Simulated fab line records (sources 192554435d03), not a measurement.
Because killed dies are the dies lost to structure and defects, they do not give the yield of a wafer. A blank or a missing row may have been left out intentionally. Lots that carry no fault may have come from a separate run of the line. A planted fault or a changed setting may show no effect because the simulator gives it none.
Matching of chambers ; flow n5_finfet ; N5_BEOL_M5_DEP_56 on pecvd-02 has 3 sister chambers
The step deposits SiCN from 3MS/NH3, target thk 8 nm, time 14 s. 3 wafers are shown with their chamber, then 12 later ones without.

## EACH WAFER AND ITS CHAMBER
wafer;chamber;throttle_valve_pct (%)
L090.3;2;8.7
L089.3;0;9.5
L089.6;1;10.0

## WAFERS WITH NO CHAMBER GIVEN
wafer;throttle_valve_pct (%)
L091.3;9.3
L091.4;9.5
L091.6;10.1
L092.2;9.8
L092.3;9.4
L092.5;9.5
L093.2;10.2
L093.5;10.0
L093.6;8.6
L094.2;9.4
L094.4;9.3
L094.5;10.0

## CHAMBER TAKEN BY EACH
wafer;from the rows above;in truth
L091.3;0;0
L091.4;0;0
L091.6;1;1
L092.2;can't be placed: 1 or 0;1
L092.3;0;0
L092.5;0;0
L093.2;1;1
L093.5;1;1
L093.6;2;2
L094.2;0;0
L094.4;0;0
L094.5;1;1
Correct placement for 11 of the 12. Cannot be placed on the basis of these rows: 1; the candidates contain the true chamber in 1. Number placed wrongly: 0.
How it was worked out, from the rows above alone: a wafer's distance from a chamber is the root of the sum, over the readings, of the square of ((its reading less the chamber's mean) divided by the reading's scatter). If the next closest chamber is less than 2 further off than the closest, the wafer can't be placed; otherwise it belongs to the closest. The mean given for a chamber averages the wafers shown for that chamber. The scatter: with one shown wafer a chamber, the root of the mean of the squares of how far each hidden wafer lies from its nearest shown one.
